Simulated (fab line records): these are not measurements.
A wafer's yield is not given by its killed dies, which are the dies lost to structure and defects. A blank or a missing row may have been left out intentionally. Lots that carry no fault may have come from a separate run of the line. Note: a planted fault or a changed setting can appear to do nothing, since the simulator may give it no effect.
fab line records	flow nandHarc
record lots=24	wafers=72	lastDay=33
route steps=1302 shown A_CONTACT@1051
lots that met no fault: taken from a fault-free run of the same line
startH: start of the lot's first displayed wafer, in hours after the record's first day	waitH: hours since the lot's step before	" same as the row above	L1.1+2: a row that stands for several wafers	- no value present, or no start provided	* or withheld: withheld	< > ~ a bound
route shown NAME@n: a module of which the file shows steps, and the number in the route of the first	usual: mean/standard deviation taken from wafers without a fault	same: alike in all rows	chamber/n: place in a boat	sites: per-site readings	_std_site: standard deviation of those values	_edge_site: inner sites' mean taken away from outer sites' mean	radiusMm: how far each site lies from the wafer's centre	mask NAME#n: copy n	behind: tool/chamber where the wafer was last shaped	hold: the reason the lot was held/the length of the hold in hours/how it ended	device: the transistor (n, p or np) that didn't switch	end of line: tests run on the same wafers once the route is complete	a step without rows: its recipe alone	killed: at the first sort, the dies lost to defects and structure; wafer yield is something else	map: the dies of a wafer, with x for killed, . for not killed, _ for no die there
set.NAME: the setting that was run; set.NAME@STEP: the one run at that earlier step	model.NAME: the simulator's own value behind a step, which no gauge read
route steps across a sampled set of lots; one table per step, one row per wafer
services: the hour from which a tool's chamber was out of use, counted from the record's first day as startH (under 0 if before that day), plus the number of hours and why
## steps
# step NHARC_A_CONTACT_ETCH_128
# recipe sourceW=withheld	pressureMtorr=20	biasV=3000	timeS=197	targetDepthA=19180	arFlowSccm=withheld	c4f8FlowSccm=withheld	o2FlowSccm=withheld	chemistry=C4F8/O2/Ar
lot.wafer	tool	chamber	startH	waitH	rfHoursCounterH
L074.1	harCapEtch-02	0	503.67	0.1	83
L074.4	"	1	"	"	-
L074.5	"	0	"	"	-
L075.1	harCapEtch-03	0	513.39	0.1	45
L075.4	"	0	"	"	-
L075.5	"	0	"	"	-
L078.2	harCapEtch-03	1	535.71	0.1	49
L078.4	"	1	"	"	-
L078.3	"	0	"	"	-
L076.1	harCapEtch-01	0	536.37	0.2	4
L076.3	"	0	"	"	-
L076.5	"	0	"	"	-
L079.1	harCapEtch-02	1	540.93	0.2	91
L079.4	"	0	"	"	-
L079.6	"	1	"	"	-
L077.1	harCapEtch-01	0	545.15	0.1	6
L077.4	"	1	"	"	-
L077.3	"	0	"	"	-
L081.2	harCapEtch-02	0	556.69	0.1	95
L081.3	"	1	"	"	-
L081.6	"	1	"	"	-
L080.2	harCapEtch-03	1	566.77	0.2	55
L080.4	"	1	"	"	-
L080.6	"	1	"	"	-
L084.2	harCapEtch-01	0	590.81	0.1	14
L084.1	"	1	"	"	14
L084.6	"	1	"	"	-
L082.2	harCapEtch-03	1	591.89	0.1	60
L082.5	"	0	"	"	-
L082.6	"	1	"	"	-
L083.2	harCapEtch-02	0	592.56	0.1	101
L083.4	"	1	"	"	-
L083.3	"	0	"	"	-
L085.1	harCapEtch-02	1	626.43	0.1	104
L085.3	"	1	"	"	-
L085.6	"	0	"	"	-
L086.2	harCapEtch-01	0	629.57	0.1	20
L086.4	"	0	"	"	-
L086.6	"	0	"	"	-
L087.2	harCapEtch-02	1	642.17	0.1	108
L087.4	"	1	"	"	-
L087.5	"	0	"	"	-
L088.2	harCapEtch-03	0	644.23	0.1	70
L088.3	"	0	"	"	-
L088.5	"	0	"	"	-
L089.2	harCapEtch-01	0	646.04	0.1	24
L089.3	"	0	"	"	-
L089.4	"	1	"	"	-
L090.2	harCapEtch-03	0	657.89	0.1	74
L090.3	"	1	"	"	-
L090.6	"	0	"	"	-
L091.2	harCapEtch-02	1	661.12	0.1	113
L091.3	"	0	"	"	-
L091.6	"	1	"	"	-
L093.1	harCapEtch-01	0	675.71	0.1	31
L093.4	"	0	"	"	-
L093.5	"	0	"	"	-
L092.3	harCapEtch-03	0	681.55	0.1	-
L092.6	"	0	"	"	-
L092.5	"	1	"	"	-
L095.2	harCapEtch-01	1	701.93	0.1	34
L095.1	"	0	"	"	34
L095.3	"	1	"	"	-
L094.4	harCapEtch-03	0	703.11	0.1	-
L094.6	"	1	"	"	-
L094.5	"	0	"	"	-
L096.1	harCapEtch-02	1	719.44	0.1	123
L096.2	"	0	"	"	123
L096.6	"	0	"	"	-
L097.1	harCapEtch-01	0	732.19	0.1	39
L097.3	"	1	"	"	-
L097.5	"	1	"	"	-
# step NHARC_A_CONTACT_DEP_85
# recipe targetThkA=600	targetThkNm=60	tempC=400	pressureTorr=3.5	flowSccm=200	rfW=350	material=SiON
# usual heaterPowerW=794/57	rfFwdPowerW=348.5/1.2
lot.wafer	tool	chamber	startH	waitH	heaterPowerW	rfFwdPowerW
L074.1	pecvd-02	0	508.25	1.5	761	348.8
L074.4	"	1	"	"	850	349.8
L074.5	"	1	"	"	831	349.8
L075.1	pecvd-02	0	517.98	1.5	745	349.1
L075.4	"	0	"	"	758	347.7
L075.5	"	1	"	"	777	349.3
L078.2	pecvd-04	2	543.57	1.2	787	348.8
L078.3	"	0	"	"	690	349.5
L078.4	"	2	"	"	770	349.4
L076.3	pecvd-03	1	543.79	1.0	933	347.9
L076.1	"	2	"	"	640	347.3
L076.5	"	1	"	"	924	346.2
L079.1	pecvd-02	0	546.08	1.5	693	350.2
L079.6	"	2	"	"	874	348.2
L079.4	"	0	"	"	707	352.1
L077.1	pecvd-02	2	549.75	1.5	888	347.9
L077.3	"	1	"	"	841	349.7
L077.4	"	0	"	"	761	348.0
L081.2	pecvd-03	1	561.70	1.2	829	346.1
L081.3	"	0	"	"	739	348.5
L081.6	"	1	"	"	843	347.0
L080.2	pecvd-03	1	572.06	1.2	755	349.1
L080.4	"	0	"	"	815	348.4
L080.6	"	1	"	"	748	348.6
L084.1	pecvd-03	2	595.49	1.4	755	347.0
L084.2	"	0	"	"	767	348.5
L084.6	"	2	"	"	748	347.3
L082.2	pecvd-04	1	596.61	1.2	705	348.3
L082.6	"	0	"	"	756	351.9
L082.5	"	1	"	"	734	349.4
L083.3	pecvd-03	0	597.57	0.9	769	349.5
L083.2	"	1	"	"	733	348.7
L083.4	"	1	"	"	755	346.6
L085.1	pecvd-03	1	631.09	1.5	782	345.3
L085.3	"	2	"	"	841	348.6
L085.6	"	1	"	"	813	346.4
L086.2	pecvd-03	1	634.69	1.2	904	347.5
L086.6	"	0	"	"	748	348.5
L086.4	"	1	"	"	900	348.1
L087.2	pecvd-03	2	646.96	1.2	834	347.1
L087.4	"	2	"	"	835	348.3
L087.5	"	0	"	"	793	348.5
L088.2	pecvd-04	0	652.13	1.2	828	349.1
L088.3	"	1	"	"	860	349.5
L088.5	"	1	"	"	835	348.6
L089.3	pecvd-04	2	652.45	0.9	884	347.6
L089.2	"	1	"	"	727	349.4
L089.4	"	2	"	"	837	347.4
L090.2	pecvd-03	1	664.04	1.2	824	346.9
L090.3	"	2	"	"	830	348.0
L090.6	"	1	"	"	809	348.3
L091.3	pecvd-03	0	668.55	0.9	668	347.5
L091.2	"	2	"	"	735	347.0
L091.6	"	0	"	"	694	349.8
L093.1	pecvd-04	2	682.02	1.5	763	349.8
L093.5	"	0	"	"	806	349.8
L093.4	"	1	"	"	768	349.9
L092.3	pecvd-04	2	686.86	0.9	785	347.1
L092.6	"	0	"	"	788	350.1
L092.5	"	2	"	"	802	348.2
L095.3	pecvd-04	0	706.55	0.9	754	347.0
L095.1	"	1	"	"	844	349.9
L095.2	"	2	"	"	840	348.1
L094.5	pecvd-02	0	707.67	0.4	824	348.3
L094.4	"	1	"	"	796	349.3
L094.6	"	2	"	"	792	350.9
L096.1	pecvd-04	1	724.28	1.5	861	347.3
L096.2	"	0	"	"	758	347.6
L096.6	"	0	"	"	775	347.9
L097.1	pecvd-02	1	738.51	1.5	845	348.8
L097.3	"	2	"	"	909	348.6
L097.5	"	1	"	"	842	349.7
# step NHARC_A_CONTACT_ETCH_137
# recipe sourceW=withheld	pressureMtorr=20	biasV=1200	timeS=311	targetDepthA=19120	arFlowSccm=withheld	c4f8FlowSccm=withheld	o2FlowSccm=withheld	chemistry=C4F8/O2/Ar
lot.wafer	tool	chamber	startH	waitH	rfHoursCounterH
L074.1	harCapEtch-02	1	511.07	0.2	85
L074.4	"	0	"	"	-
L074.5	"	0	"	"	-
L075.1	harCapEtch-01	0	520.77	0.2	1
L075.4	"	0	"	"	-
L075.5	"	1	"	"	-
L078.2	harCapEtch-02	1	546.33	0.2	93
L078.3	"	1	"	"	-
L078.4	"	0	"	"	-
L076.1	harCapEtch-01	1	547.21	0.2	8
L076.3	"	0	"	"	-
L076.5	"	1	"	"	-
L079.1	harCapEtch-02	1	548.71	0.2	94
L079.4	"	1	"	"	-
L079.6	"	1	"	"	-
L077.1	harCapEtch-01	0	555.65	0.3	9
L077.4	"	0	"	"	-
L077.3	"	1	"	"	-
L081.2	harCapEtch-01	0	564.89	0.2	11
L081.3	"	0	"	"	-
L081.6	"	0	"	"	-
L080.2	harCapEtch-02	0	574.82	0.2	97
L080.4	"	0	"	"	-
L080.6	"	1	"	"	-
L084.2	harCapEtch-01	0	598.15	0.2	16
L084.1	"	1	"	"	16
L084.6	"	1	"	"	-
L082.2	harCapEtch-03	0	599.40	0.2	61
L082.5	"	1	"	"	-
L082.6	"	0	"	"	-
L083.2	harCapEtch-02	1	600.31	0.2	103
L083.3	"	0	"	"	-
L083.4	"	1	"	"	-
L085.1	harCapEtch-01	0	635.09	0.2	21
L085.3	"	0	"	"	-
L085.6	"	0	"	"	-
L086.2	harCapEtch-01	1	637.51	0.2	23
L086.4	"	1	"	"	-
L086.6	"	1	"	"	-
L087.2	harCapEtch-01	0	649.72	0.2	26
L087.4	"	0	"	"	-
L087.5	"	0	"	"	-
L088.2	harCapEtch-02	0	654.95	0.2	112
L088.3	"	0	"	"	-
L088.5	"	1	"	"	-
L089.2	harCapEtch-01	0	655.36	0.2	27
L089.3	"	0	"	"	-
L089.4	"	1	"	"	-
L090.2	harCapEtch-03	1	666.80	0.2	75
L090.3	"	0	"	"	-
L090.6	"	0	"	"	-
L091.2	harCapEtch-03	0	671.40	0.2	77
L091.3	"	0	"	"	-
L091.6	"	0	"	"	-
L093.1	harCapEtch-02	1	684.88	0.2	118
L093.4	"	1	"	"	-
L093.5	"	1	"	"	-
L092.3	harCapEtch-01	0	689.72	0.2	-
L092.6	"	1	"	"	-
L092.5	"	0	"	"	-
L095.2	harCapEtch-01	1	709.34	0.2	36
L095.1	"	0	"	"	36
L095.3	"	1	"	"	-
L094.4	harCapEtch-03	1	710.49	0.2	-
L094.6	"	0	"	"	-
L094.5	"	1	"	"	-
L096.1	harCapEtch-02	1	727.14	0.2	125
L096.2	"	0	"	"	125
L096.6	"	1	"	"	-
L097.1	harCapEtch-01	1	741.67	0.2	41
L097.3	"	0	"	"	-
L097.5	"	1	"	"	-
# step NHARC_A_CONTACT_CD_MEAS_15
# usual cdNm=189.8/0.6
lot.wafer	tool	chamber	startH	waitH	cdNm
L074.1	cdSem-01	-	512.40	-	188.9
L074.4	"	-	"	"	188.9
L074.5	"	-	"	"	188.9
L075.1	cdSem-03	-	522.05	-	190.1
L075.4	"	-	"	"	190.2
L075.5	"	-	"	"	189.5
L078.2	cdSem-02	-	547.80	-	190.4
L078.3	"	-	"	"	191.0
L078.4	"	-	"	"	190.2
L076.1	cdSem-03	-	548.58	-	188.9
L076.3	"	-	"	"	189.5
L076.5	"	-	"	"	189.5
L079.1	cdSem-03	-	549.97	-	190.3
L079.4	"	-	"	"	189.9
L079.6	"	-	"	"	190.3
L077.1	cdSem-01	-	557.24	-	190.2
L077.3	"	-	"	"	189.7
L077.4	"	-	"	"	190.2
L081.2	cdSem-01	-	566.17	-	189.4
L081.3	"	-	"	"	189.9
L081.6	"	-	"	"	189.8
L080.2	cdSem-03	-	576.12	-	190.3
L080.4	"	-	"	"	189.7
L080.6	"	-	"	"	189.7
L084.1	cdSem-02	-	599.53	-	189.8
L084.2	"	-	"	"	189.8
L084.6	"	-	"	"	190.3
L082.2	cdSem-02	-	600.68	-	190.0
L082.5	"	-	"	"	189.2
L082.6	"	-	"	"	189.3
L083.2	cdSem-02	-	601.60	-	188.9
L083.3	"	-	"	"	188.7
L083.4	"	-	"	"	188.4
L085.1	cdSem-03	-	636.64	-	190.4
L085.3	"	-	"	"	190.0
L085.6	"	-	"	"	190.4
L086.2	cdSem-01	-	638.84	-	189.7
L086.4	"	-	"	"	190.0
L086.6	"	-	"	"	189.5
L087.2	cdSem-03	-	651.04	-	189.8
L087.4	"	-	"	"	190.7
L087.5	"	-	"	"	190.9
L088.2	cdSem-01	-	656.22	-	190.6
L088.3	"	-	"	"	189.8
L088.5	"	-	"	"	189.8
L089.2	cdSem-01	-	656.67	-	190.1
L089.3	"	-	"	"	190.4
L089.4	"	-	"	"	190.1
L090.2	cdSem-02	-	668.12	-	191.1
L090.3	"	-	"	"	191.1
L090.6	"	-	"	"	190.5
L091.2	cdSem-01	-	672.78	-	189.4
L091.3	"	-	"	"	190.0
L091.6	"	-	"	"	189.9
L093.1	cdSem-02	-	686.15	-	190.4
L093.4	"	-	"	"	190.6
L093.5	"	-	"	"	190.1
L092.3	cdSem-01	-	690.91	-	189.6
L092.5	"	-	"	"	189.0
L092.6	"	-	"	"	189.8
L095.1	cdSem-02	-	710.76	-	190.6
L095.2	"	-	"	"	189.8
L095.3	"	-	"	"	189.7
L094.4	cdSem-02	-	711.68	-	188.8
L094.5	"	-	"	"	188.1
L094.6	"	-	"	"	189.3
L096.1	cdSem-02	-	728.46	-	190.9
L096.2	"	-	"	"	190.4
L096.6	"	-	"	"	190.0
L097.1	cdSem-01	-	742.98	-	189.0
L097.3	"	-	"	"	189.8
L097.5	"	-	"	"	189.4
# step NHARC_A_CONTACT_ETCH_110
# recipe targetDepthA=600	overetchA=60	timeS=33	ionEnergyEv=100	cf4FlowSccm=80	o2FlowSccm=20	arFlowSccm=0	rfW=300	biasW=100	chemistry=CF4/O2
# usual biasW=100.0/0.32	drypumpMotorCurrentA=5.9/0.48	oesProductAu=1.003/0.0095	rfFwdPowerW=295.8/1.4	rfVppV=197.8/1.6	showerheadPlenumPTorr=1.33/0.073	throttleValvePct=13.397/0.0085
lot.wafer	tool	chamber	startH	waitH	biasW	drypumpMotorCurrentA	oesProductAu	rfFwdPowerW	rfHoursCounterH	rfVppV	showerheadPlenumPTorr	throttleValvePct
L074.4	rieDiel-10	2	512.70	0.1	100.6	6.0	0.983	296.1	28	198.4	1.38	13.406
L074.1	"	3	"	"	100.2	5.0	0.997	295.7	26	198.3	1.35	13.384
L074.5	"	1	"	"	99.6	6.4	0.991	294.2	-	197.4	1.32	13.397
L075.1	rieDiel-05	0	522.34	0.1	100.0	6.1	0.984	295.8	17	200.3	1.41	13.392
L075.4	"	1	"	"	100.1	5.8	1.013	296.8	17	195.6	1.25	13.396
L075.5	"	3	"	"	99.7	5.4	1.001	293.9	-	195.1	1.27	13.406
L078.3	rieDiel-10	3	548.09	0.1	99.8	5.0	0.995	295.5	41	199.0	1.35	13.387
L078.4	"	0	"	"	99.5	5.7	1.010	295.5	36	194.6	1.24	13.405
L078.2	"	1	"	"	100.0	6.5	0.988	296.7	40	196.3	1.32	13.389
L076.1	rieDiel-10	1	548.88	0.1	100.5	6.4	0.993	295.3	40	196.7	1.32	13.393
L076.3	"	2	"	"	100.1	6.0	0.992	295.4	45	198.4	1.37	13.412
L076.5	"	3	"	"	100.1	5.0	0.996	295.7	-	197.5	1.35	13.396
L079.1	rieDiel-05	3	550.27	0.1	100.2	5.4	1.005	292.6	22	198.6	1.26	13.397
L079.4	"	1	"	"	100.7	5.8	1.015	297.5	22	194.6	1.25	13.407
L079.6	"	3	"	"	99.7	5.4	1.009	291.9	-	195.8	1.27	13.394
L077.3	rieDiel-10	2	557.54	0.0	100.1	6.0	0.985	295.3	49	199.0	1.37	13.407
L077.4	"	3	"	"	100.3	5.0	1.000	295.1	43	199.5	1.35	13.402
L077.1	"	1	"	"	99.6	6.5	1.006	295.2	44	197.7	1.32	13.407
L081.2	rieDiel-05	1	566.47	0.0	100.3	5.8	1.013	297.1	25	196.1	1.25	13.395
L081.3	"	0	"	"	99.6	6.1	0.997	294.9	25	199.7	1.41	13.385
L081.6	"	1	"	"	99.8	5.8	1.016	297.9	-	196.0	1.25	13.392
L080.4	rieDiel-10	1	576.41	0.0	99.9	6.4	1.001	295.7	49	198.6	1.31	13.382
L080.2	"	3	"	"	99.8	5.0	1.008	295.5	48	197.8	1.35	13.386
L080.6	"	2	"	"	99.8	6.0	0.993	296.4	-	198.2	1.37	13.403
L084.1	rieDiel-05	0	599.82	0.1	99.9	6.1	1.003	297.1	2	198.7	1.41	13.389
L084.2	"	1	"	"	100.2	5.8	1.015	297.3	1	196.2	1.25	13.392
L084.6	"	0	"	"	100.0	6.1	1.002	298.7	-	198.9	1.41	13.389
L082.2	rieDiel-05	0	600.98	0.1	100.2	6.1	1.001	296.6	2	199.1	1.41	13.401
L082.5	"	1	"	"	99.9	5.8	1.010	296.0	-	195.0	1.25	13.385
L082.6	"	2	"	"	99.9	6.5	0.992	298.3	-	201.1	1.45	13.402
L083.4	rieDiel-05	1	601.98	0.1	100.3	5.8	1.016	297.1	1	195.7	1.25	13.402
L083.3	"	2	"	"	100.1	6.4	0.999	295.9	1	199.4	1.45	13.402
L083.2	"	3	"	"	99.4	5.4	1.018	294.3	2	196.4	1.26	13.409
L085.3	rieDiel-10	1	636.93	0.1	99.7	6.5	1.008	296.4	10	198.3	1.31	13.405
L085.1	"	2	"	"	100.1	5.9	1.012	297.6	9	198.8	1.37	13.390
L085.6	"	1	"	"	99.9	6.5	1.003	295.4	-	197.6	1.31	13.396
L086.4	rieDiel-10	1	639.13	0.1	100.1	6.5	0.994	296.6	10	197.7	1.31	13.393
L086.2	"	2	"	"	99.8	5.9	0.996	297.3	10	198.7	1.37	13.401
L086.6	"	0	"	"	99.9	5.6	1.007	294.0	-	201.6	1.44	13.393
L087.4	rieDiel-06	3	651.34	0.1	99.8	5.3	1.020	296.9	56	196.3	1.30	13.397
L087.2	"	0	"	"	100.3	6.3	1.006	297.3	55	198.6	1.34	13.404
L087.5	"	3	"	"	100.1	5.3	1.013	297.7	-	197.1	1.30	13.389
L088.3	rieDiel-05	1	656.52	0.1	100.3	5.9	1.016	296.6	15	196.8	1.25	13.380
L088.2	"	2	"	"	100.2	6.4	0.996	295.4	13	198.8	1.44	13.409
L088.5	"	3	"	"	100.4	5.4	1.019	293.3	-	195.7	1.26	13.390
L089.4	rieDiel-10	1	656.97	0.1	100.0	6.5	1.008	294.5	15	198.3	1.31	13.396
L089.2	"	2	"	"	99.9	5.9	1.008	296.3	15	197.3	1.37	13.395
L089.3	"	3	"	"	100.1	5.0	0.995	295.8	13	197.8	1.34	13.399
L090.2	rieDiel-05	1	669.16	0.1	100.1	5.8	1.008	298.3	18	196.7	1.24	13.410
L090.3	"	3	"	"	100.2	5.4	1.011	292.8	17	195.4	1.26	13.397
L090.6	"	1	"	"	100.7	5.8	0.995	297.2	-	196.8	1.24	13.403
L091.2	rieDiel-05	1	673.07	0.1	99.6	5.8	0.997	296.5	18	197.1	1.24	13.417
L091.3	"	2	"	"	99.6	6.4	0.993	295.9	17	201.2	1.44	13.383
L091.6	"	0	"	"	99.9	6.1	0.997	297.2	-	200.2	1.41	13.399
L093.1	rieDiel-05	3	686.46	0.1	100.3	5.4	1.013	292.8	19	196.7	1.26	13.399
L093.4	"	0	"	"	99.9	6.1	0.996	295.8	20	198.4	1.41	13.402
L093.5	"	1	"	"	100.0	5.8	1.000	297.5	-	196.8	1.24	13.393
L092.3	rieDiel-10	2	691.20	0.1	100.0	6.0	1.001	298.1	25	198.4	1.36	13.405
L092.6	"	0	"	"	100.1	5.6	1.005	294.3	-	198.7	1.44	13.387
L092.5	"	1	"	"	100.0	6.5	1.013	295.6	-	197.2	1.31	13.400
L095.3	rieDiel-10	0	711.05	0.1	99.7	5.6	1.014	295.1	29	200.3	1.44	13.401
L095.2	"	1	"	"	100.3	6.5	1.010	294.3	32	197.6	1.31	13.405
L095.1	"	2	"	"	100.1	5.9	0.999	296.2	31	199.0	1.36	13.377
L094.4	rieDiel-10	1	711.98	0.1	99.8	6.5	1.004	296.3	32	197.3	1.30	13.388
L094.6	"	2	"	"	100.1	5.9	1.002	297.4	-	198.7	1.36	13.408
L094.5	"	3	"	"	99.9	5.0	0.996	295.3	-	196.3	1.34	13.391
L096.1	rieDiel-05	1	728.75	0.1	99.9	5.8	0.993	296.1	27	194.4	1.24	13.397
L096.2	"	3	"	"	100.2	5.4	1.009	294.7	25	195.1	1.26	13.396
L096.6	"	1	"	"	99.8	5.8	0.996	297.1	-	197.2	1.24	13.394
L097.3	rieDiel-05	2	743.28	0.1	99.8	6.4	0.991	296.3	28	199.6	1.44	13.396
L097.1	"	3	"	"	99.7	5.4	1.020	292.9	27	197.5	1.26	13.394
L097.5	"	1	"	"	100.2	5.8	1.007	296.8	-	195.5	1.24	13.397
# step NHARC_A_CONTACT_CMP_20
# recipe tOverpolishS=30	targetThkNm=300
# usual motorCurrentA=12.3/1.6	overpolishRunS=30.001/0.0096	timeToEndpointS=59/3.3
lot.wafer	tool	chamber	startH	waitH	motorCurrentA	overpolishRunS	timeToEndpointS
L074.4	cmp-01	3	514.46	0.5	16.3	30.005	60
L074.1	"	2	"	"	10.5	30.010	63
L074.5	"	0	"	"	12.1	30.012	63
L075.1	cmp-02	2	524.11	0.6	14.1	30.015	63
L075.4	"	0	"	"	10.8	30.004	61
L075.5	"	3	"	"	12.6	29.991	59
L078.4	cmp-01	1	549.86	0.4	12.2	30.015	59
L078.2	"	2	"	"	10.6	30.009	64
L078.3	"	0	"	"	12.3	30.000	58
L076.3	cmp-04	0	550.63	0.5	11.2	30.007	59
L076.1	"	2	"	"	15.1	30.017	56
L076.5	"	0	"	"	11.6	29.997	61
L079.4	cmp-04	1	552.05	0.5	11.3	30.000	57
L079.1	"	0	"	"	11.3	30.010	63
L079.6	"	2	"	"	14.8	29.997	57
L077.4	cmp-04	1	559.39	0.5	11.5	30.012	57
L077.3	"	3	"	"	10.6	29.990	66
L077.1	"	0	"	"	11.0	30.007	64
L081.3	cmp-01	3	568.27	0.6	16.4	29.990	64
L081.2	"	0	"	"	11.6	30.010	61
L081.6	"	1	"	"	12.6	29.995	59
L080.2	cmp-01	3	578.17	0.6	15.1	30.010	64
L080.4	"	1	"	"	12.3	29.988	62
L080.6	"	0	"	"	12.5	29.991	64
L084.1	cmp-02	3	601.59	0.6	11.9	30.002	55
L084.2	"	2	"	"	14.0	29.984	61
L084.6	"	0	"	"	10.7	30.011	58
L082.2	cmp-01	3	602.70	0.8	15.2	29.997	57
L082.5	"	3	"	"	15.5	30.025	60
L082.6	"	0	"	"	12.5	29.990	58
L083.2	cmp-02	0	603.76	0.6	9.9	29.996	56
L083.3	"	1	"	"	13.2	30.007	60
L083.4	"	3	"	"	11.9	29.991	52
L085.3	cmp-02	2	638.76	0.4	13.7	29.988	58
L085.1	"	3	"	"	12.6	29.994	55
L085.6	"	2	"	"	13.1	30.013	59
L086.2	cmp-04	0	640.87	0.7	10.8	30.000	66
L086.4	"	2	"	"	14.0	30.001	59
L086.6	"	3	"	"	10.6	29.987	67
L087.2	cmp-02	3	653.06	0.8	12.0	30.012	55
L087.4	"	2	"	"	13.7	29.995	62
L087.5	"	0	"	"	11.1	29.994	58
L088.2	cmp-02	0	658.30	0.7	11.2	30.002	59
L088.3	"	1	"	"	12.8	30.004	60
L088.5	"	2	"	"	13.3	29.977	62
L089.3	cmp-01	0	658.70	0.5	12.5	30.009	57
L089.2	"	2	"	"	10.6	30.008	58
L089.4	"	3	"	"	16.0	29.993	62
L090.2	cmp-01	1	670.98	0.8	13.0	30.012	57
L090.3	"	2	"	"	10.6	30.005	57
L090.6	"	0	"	"	11.7	29.994	59
L091.2	cmp-01	0	674.80	0.8	12.6	29.994	59
L091.3	"	3	"	"	15.9	29.984	61
L091.6	"	0	"	"	12.0	29.995	59
L093.4	cmp-02	0	688.23	0.5	10.7	30.002	56
L093.1	"	1	"	"	12.6	30.010	57
L093.5	"	1	"	"	12.4	30.005	59
L092.3	cmp-04	1	692.97	0.4	10.7	30.003	54
L092.6	"	3	"	"	10.5	30.006	61
L092.5	"	0	"	"	11.0	29.998	62
L095.1	cmp-04	2	712.79	0.8	14.2	30.000	55
L095.2	"	3	"	"	10.4	29.986	64
L095.3	"	0	"	"	11.0	29.997	62
L094.4	cmp-02	1	713.77	0.5	12.8	30.008	59
L094.6	"	3	"	"	12.0	29.989	54
L094.5	"	0	"	"	11.1	30.000	61
L096.2	cmp-04	2	730.50	0.6	14.2	29.991	53
L096.1	"	3	"	"	10.2	30.013	60
L096.6	"	2	"	"	14.5	30.010	54
L097.1	cmp-04	3	745.06	0.7	10.4	29.992	63
L097.3	"	1	"	"	11.5	29.984	57
L097.5	"	3	"	"	9.8	30.000	63
## services
tool	chamber	startH	hours	kind
cmp-01	-	490.47	4.0	pm
cmp-04	-	494.39	1.0	repair
harCapEtch-01	-	497.00	17.0	pm
cmp-02	-	500.47	0.8	repair
cmp-04	-	503.14	4.0	pm
cmp-01	-	523.48	0.5	repair
cmp-02	-	526.50	4.0	pm
cmp-02	-	534.16	3.2	repair
cmp-04	-	541.55	3.7	repair
pecvd-03	-	547.56	13.0	pm
cmp-01	-	556.16	0.9	repair
cmp-04	-	561.49	0.8	repair
cmp-02	-	563.60	1.3	repair
cmp-04	-	563.85	8.7	repair
cmp-02	-	570.97	6.9	repair
harCapEtch-03	-	577.37	0.2	repair
rieDiel-05	-	583.65	9.0	pm
rieDiel-10	-	596.69	9.0	pm
harCapEtch-02	-	610.61	0.9	repair
rieDiel-05	0	617.74	2.8	repair
harCapEtch-02	-	623.70	0.3	repair
rieDiel-10	0	726.04	1.5	repair
pecvd-03	-	728.56	13.0	pm
rieDiel-10	3	738.09	11.7	repair
## key
fault none
